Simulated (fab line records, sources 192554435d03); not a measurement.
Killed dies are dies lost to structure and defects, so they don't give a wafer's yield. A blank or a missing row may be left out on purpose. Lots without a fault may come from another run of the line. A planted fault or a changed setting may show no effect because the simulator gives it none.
Which tool did it? | flow n5_finfet | 8 lots, 23 wafers sampled, at 6 steps of a route of 1938

WHAT THE GAUGES READ, wafer by wafer
N5_BEOL_M4_RC_MEAS_101. Usual: DIBL_N 36.4 mV/V, standard deviation 1.5; DIBL_P 36.6 mV/V, standard deviation 1.9; IOFF_N 0.155 nA/um, standard deviation 0.021; IOFF_P 0.211 nA/um, standard deviation 0.028; ION_N 671 uA/um, standard deviation 8.6; ION_P 462 uA/um, standard deviation 5.8; SS_N 71.5 mV/dec, standard deviation 0.5; SS_P 73.4 mV/dec, standard deviation 0.58; VT_N 250.1 mV, standard deviation 2.4; VT_P -250.1 mV, standard deviation 3.
lot  | measured     | on        | DIBL_N (mV/V)  | DIBL_P (mV/V)  | IOFF_N (nA/um)    | IOFF_P (nA/um)    | ION_N (uA/um) | ION_P (uA/um) | SS_N (mV/dec)  | SS_P (mV/dec)  | VT_N (mV)         | VT_P (mV)            | flag
L367 | day 8 08:29  | prober-01 | 35.7 36.7 35.8 | 35.7 36.6 35.5 | 0.152 0.157 0.149 | 0.207 0.215 0.198 | 677 676 664   | 464 468 460   | 71.3 71.8 71.7 | 73.3 73.8 74.5 | 249.9 249.4 251.1 | -250.3 -251.7 -249.5 |
L368 | day 8 10:45  | prober-01 | 36.4 36.8 36.8 | 37.3 37.6 38.0 | 0.155 0.159 0.158 | 0.241 0.256 0.251 | 671 664 675   | 472 466 469   | 71.1 70.7 71.4 | 73.9 73.5 74.1 | 248.2 248.4 250.2 | -247.0 -247.3 -246.1 |
L376 | day 10 14:41 | prober-02 | 35.1 34.4 33.7 | 37.2 36.2 35.3 | 0.155 0.144 0.133 | 0.237 0.221 0.204 | 672 669 662   | 468 458 461   | 71.5 71.2 71.7 | 73.1 73.0 72.8 | 249.5 250.6 252.6 | -246.7 -246.5 -252.6 |
L377 | day 10 21:17 | prober-02 | 38.7 37.9 35.8 | 38.5 37.2 34.8 | 0.179 0.162 0.128 | 0.225 0.197 0.170 | 667 675 660   | 459 458 449   | 71.6 72.3 71.3 | 74.1 73.1 73.0 | 249.6 250.2 255.4 | -251.0 -252.6 -253.6 |
L383 | day 12 04:40 | prober-01 | 37.4 37.3 37.6 | 37.4 37.3 37.9 | 0.165 0.157 0.167 | 0.216 0.215 0.225 | 673 661 669   | 456 459 466   | 72.4 72.3 71.7 | 73.7 73.1 73.4 | 249.8 250.2 250.1 | -250.1 -250.8 -247.8 |
L384 | day 12 13:58 | prober-02 | 36.0 35.6      | 38.0 37.8      | 0.171 0.161       | 0.222 0.225       | 670 674       | 463 464       | 71.5 71.4      | 73.3 73.4      | 250.0 250.0       | -248.7 -248.6        |
L388 | day 13 09:25 | prober-01 | 32.6 34.9 34.2 | 33.7 35.5 34.8 | 0.128 0.152 0.143 | 0.168 0.209 0.188 | 670 677 679   | 469 471 467   | 71.4 71.3 71.7 | 72.8 73.7 73.1 | 252.5 249.9 251.6 | -250.6 -246.6 -253.1 |
L389 | day 13 20:34 | prober-02 | 37.5 36.8 38.2 | 37.3 37.3 38.1 | 0.160 0.155 0.175 | 0.168 0.173 0.183 | 675 675 691   | 452 458 461   | 72.1 70.9 71.8 | 73.6 73.6 73.1 | 248.8 248.2 247.3 | -257.4 -256.5 -256.1 |

WHICH TOOL RAN EACH LOT (tool, then ch and the chambers of the sampled wafers, then the start)
lot  | N5_FIN_SAQP_PECVD_48           | N5_FIN_SAQP_MANDREL_ETCH_22     | N5_FIN_SAQP_RECESS_75             | N5_FIN_SAQP_ETCH_57               | N5_FIN_SAQP_STRIP_70
L367 | pecvd-04 ch 0,1,2, day 2 03:37 | rie_si-06 ch 0,1,3, day 2 04:29 | vapor_etch-01 ch 0,1, day 2 04:55 | rie_diel-04 ch 0,1,2, day 2 06:16 | rie_diel-01 ch 0,1,2, day 2 07:02
L368 | pecvd-04 ch 0,1,2, day 2 10:13 | rie_si-04 ch 0,1,3, day 2 11:13 | vapor_etch-02 ch 0,1, day 2 11:39 | rie_diel-01 ch 1,2, day 2 14:31   | rie_diel-01 ch 0,1,2, day 2 15:17
L376 | pecvd-04 ch 0,1,2, day 4 10:39 | rie_si-06 ch 0,1,2, day 4 11:38 | vapor_etch-01 ch 0,1, day 4 12:05 | rie_diel-06 ch 0,3, day 4 13:31   | rie_diel-06 ch 2,3, day 4 14:17
L377 | pecvd-04 ch 0,2, day 4 16:19   | rie_si-06 ch 0,1, day 4 17:41   | vapor_etch-01 ch 0,1, day 4 18:18 | rie_diel-01 ch 0,1, day 4 19:33   | rie_diel-04 ch 2,3, day 4 20:19
L383 | pecvd-04 ch 0,1,2, day 6 03:56 | rie_si-06 ch 0,2,3, day 6 04:49 | vapor_etch-02 ch 0,1, day 6 05:14 | rie_diel-01 ch 2,3, day 6 06:47   | rie_diel-04 ch 0,1, day 6 07:36
L384 | pecvd-04 ch 2, day 6 13:07     | rie_si-02 ch 0,2, day 6 14:07   | vapor_etch-02 ch 1, day 6 14:35   | rie_diel-01 ch 2,3, day 6 16:29   | rie_diel-04 ch 0, day 6 17:18
L388 | pecvd-02 ch 0,1, day 7 10:01   | rie_si-06 ch 1,2,3, day 7 11:22 | vapor_etch-01 ch 0,1, day 7 11:47 | rie_diel-01 ch 1,2,3, day 7 13:09 | rie_diel-01 ch 0,2,3, day 7 13:55
L389 | pecvd-02 ch 0,2, day 7 15:28   | rie_si-06 ch 0,1,2, day 7 16:20 | vapor_etch-01 ch 0,1, day 7 16:54 | rie_diel-04 ch 0,2,3, day 7 18:07 | rie_diel-01 ch 1,2, day 7 18:53
- N5_FIN_SAQP_PECVD_48: deposits SiNx from SiH4/NH3/N2, target thk 25 nm, time 22.1 s.
- N5_FIN_SAQP_MANDREL_ETCH_22: etches a-Si in HBr/Cl2, stops on SiNx, target depth 60 nm, bt time 10 s, time 30 s.
- N5_FIN_SAQP_RECESS_75: chemistry HF/NH3, target SiO2, target depth 14.4 nm, afs cycles 3, sublimation time 60 s.
- N5_FIN_SAQP_ETCH_57: etches SiNx in CH3F/O2, target depth 32.5 nm, time 46.4 s.
- N5_FIN_SAQP_STRIP_70: strips in N2/H2.

WHAT THE TOOLS THEMSELVES READ (means of the sampled wafers that have a number; where no wafer has one, the mark that the record gives instead)
N5_FIN_SAQP_PECVD_48. Usual: heater_power_outer_w 461 W, standard deviation 89; heater_power_w 773 W, standard deviation 120; showerhead_plenum_p_Torr 5.15 Torr, standard deviation 0.048; throttle_valve_pct 39.9 %, standard deviation 2.3.
lot  | tool     | heater_power_outer_w (W) | heater_power_w (W) | showerhead_plenum_p_Torr (Torr) | throttle_valve_pct (%) | flag
L367 | pecvd-04 | 438                      | 750                | 5.17                            | 38.4                   |
L368 | pecvd-04 | 457                      | 747                | 5.17                            | 38.6                   |
L376 | pecvd-04 | 430                      | 738                | 5.16                            | 38.5                   |
L377 | pecvd-04 | 431                      | 727                | 5.18                            | 37.4                   |
L383 | pecvd-04 | 465                      | 773                | 5.17                            | 38.7                   |
L384 | pecvd-04 | 340                      | 561                | 5.13                            | 36.5                   |
L388 | pecvd-02 | 499                      | 835                | 5.14                            | 42.4                   |
L389 | pecvd-02 | 473                      | 775                | 5.10                            | 41.8                   |

N5_FIN_SAQP_MANDREL_ETCH_22. Usual: drypump_motor_current_A 5.7 A, standard deviation 0.48; mfc_cl2_sccm 80.03 sccm, standard deviation 0.24; oes_product_au 0.767 a.u., standard deviation 0.012; throttle_valve_pct 35.3 %, standard deviation 0.3.
lot  | tool      | drypump_motor_current_A (A) | mfc_cl2_sccm (sccm) | oes_product_au (a.u.) | throttle_valve_pct (%) | flag
L367 | rie_si-06 | 5.7                         | 79.96               | 0.767                 | 35.2                   |
L368 | rie_si-04 | 6.1                         | 80.07               | 0.770                 | 35.7                   |
L376 | rie_si-06 | 5.7                         | 79.95               | 0.764                 | 35.2                   |
L377 | rie_si-06 | 6.0                         | 79.97               | 0.775                 | 35.0                   |
L383 | rie_si-06 | 5.4                         | 80.03               | 0.772                 | 35.3                   |
L384 | rie_si-02 | 5.8                         | 80.16               | 0.774                 | 35.5                   |
L388 | rie_si-06 | 5.3                         | 80.20               | 0.763                 | 35.2                   |
L389 | rie_si-06 | 5.7                         | 80.09               | 0.766                 | 35.2                   |

N5_FIN_SAQP_RECESS_75. Usual: drypump_motor_current_A 5.8 A, standard deviation 0.37.
lot  | tool          | drypump_motor_current_A (A) | flag
L367 | vapor_etch-01 | 6.2                         |
L368 | vapor_etch-02 | 5.5                         |
L376 | vapor_etch-01 | 6.1                         |
L377 | vapor_etch-01 | 6.1                         |
L383 | vapor_etch-02 | 5.5                         |
L384 | vapor_etch-02 | 5.4                         |
L388 | vapor_etch-01 | 5.9                         |
L389 | vapor_etch-01 | 6.1                         |

N5_FIN_SAQP_ETCH_57. Usual: CH3F_flow_sccm 30.01 sccm, standard deviation 0.095; O2_flow_sccm 19.99 sccm, standard deviation 0.056; drypump_motor_current_A 5.6 A, standard deviation 0.47; etch_rf_on_time_s 46.8 s, standard deviation 0.79; oes_product_au 0.65 a.u., standard deviation 0.073; rf_vpp_V 295.2 V, standard deviation 2.2; showerhead_plenum_p_Torr 2.00 Torr, standard deviation 0.053; throttle_valve_pct 16.41 %, standard deviation 0.26.
lot  | tool        | CH3F_flow_sccm (sccm) | O2_flow_sccm (sccm) | drypump_motor_current_A (A) | etch_rf_on_time_s (s) | oes_product_au (a.u.) | rf_vpp_V (V) | showerhead_plenum_p_Torr (Torr) | throttle_valve_pct (%) | flag
L367 | rie_diel-04 | 29.94                 | 20.05               | 5.9                         | 46.3                  | 0.62                  | 294.3        | 1.96                            | 16.52                  |
L368 | rie_diel-01 | 29.98                 | 19.99               | 5.1                         | 47.1                  | 0.62                  | 294.1        | 1.99                            | 16.32                  |
L376 | rie_diel-06 | 30.01                 | 19.98               | 6.0                         | 46.8                  | 0.66                  | 298.0        | 2.09                            | 16.40                  |
L377 | rie_diel-01 | 29.99                 | 19.92               | 5.0                         | 47.4                  | 0.58                  | 293.1        | 2.00                            | 16.58                  |
L383 | rie_diel-01 | 30.03                 | 19.99               | 5.7                         | 38.7                  | 0.75                  | 294.6        | 2.03                            | 16.17                  | OFF
L384 | rie_diel-01 | 30.05                 | 19.98               | 5.7                         | 35.5                  | 0.72                  | 296.1        | 2.02                            | 16.20                  | OFF
L388 | rie_diel-01 | 29.94                 | 20.02               | 5.4                         | 46.7                  | 0.73                  | 294.4        | 2.00                            | 16.14                  |
L389 | rie_diel-04 | 30.03                 | 20.00               | 5.9                         | 47.2                  | 0.69                  | 296.5        | 2.01                            | 16.39                  |

N5_FIN_SAQP_STRIP_70. Usual: bias_power_w 28.00 W, standard deviation 0.079; drypump_motor_current_A 5.6 A, standard deviation 0.51; h2_flow_sccm 300.0 sccm, standard deviation 0.95; n2_flow_sccm 299.9 sccm, standard deviation 0.78; oes_product_au 0.75 a.u., standard deviation 0.077; rf_vpp_V 122.0 V, standard deviation 0.96; showerhead_plenum_p_Torr 3.35 Torr, standard deviation 0.095; throttle_valve_pct 19.01 %, standard deviation 0.28.
lot  | tool        | bias_power_w (W) | drypump_motor_current_A (A) | h2_flow_sccm (sccm) | n2_flow_sccm (sccm) | oes_product_au (a.u.) | rf_vpp_V (V) | showerhead_plenum_p_Torr (Torr) | throttle_valve_pct (%) | flag
L367 | rie_diel-01 | 28.03            | 5.3                         | 300.0               | 299.9               | 0.72                  | 121.9        | 3.39                            | 19.08                  |
L368 | rie_diel-01 | 27.97            | 5.3                         | 300.9               | 299.8               | 0.72                  | 122.2        | 3.39                            | 19.07                  |
L376 | rie_diel-06 | 28.07            | 5.9                         | 299.9               | 300.4               | 0.74                  | 121.8        | 3.38                            | 18.78                  |
L377 | rie_diel-04 | 28.07            | 6.2                         | 299.8               | 300.3               | 0.72                  | 121.2        | 3.20                            | 19.18                  |
L383 | rie_diel-04 | 28.02            | 5.6                         | 300.4               | 300.1               | 0.71                  | 121.7        | 3.34                            | 19.35                  |
L384 | rie_diel-04 | 27.99            | 5.6                         | 301.0               | 299.0               | 0.70                  | 121.9        | 3.33                            | 19.32                  |
L388 | rie_diel-01 | 28.03            | 5.6                         | 299.3               | 299.7               | 0.87                  | 122.3        | 3.41                            | 18.86                  |
L389 | rie_diel-01 | 27.99            | 5.3                         | 300.6               | 299.2               | 0.79                  | 122.0        | 3.33                            | 18.82                  |

THE ANSWER, worked out from the rows above alone
Rule: a lot is off if the mean of its wafers that have a number lies more than 3 standard deviations from the usual mean. A lot without any number at a reading at which 4 lots or more have one is off too. The other lots that the step has rows for count as sound. The gauges are gone through in route order, then the tools' own readings, and for those a lot's mean is taken as printed above. The first step at which some lot is off is used, and at that step the reading that is off furthest; a lot without a number counts as furthest.
Off: L383, L384, at N5_FIN_SAQP_ETCH_57 (etch_rf_on_time_s).
A tool fits if, at that step or a process step before it, it ran every lot that is off, and no sound lot after the first of them. Can't be told from this: 2 tools fit, pecvd-04 at N5_FIN_SAQP_PECVD_48, vapor_etch-02 at N5_FIN_SAQP_RECESS_75.

WHAT THE SIMULATOR HAD PUT IN
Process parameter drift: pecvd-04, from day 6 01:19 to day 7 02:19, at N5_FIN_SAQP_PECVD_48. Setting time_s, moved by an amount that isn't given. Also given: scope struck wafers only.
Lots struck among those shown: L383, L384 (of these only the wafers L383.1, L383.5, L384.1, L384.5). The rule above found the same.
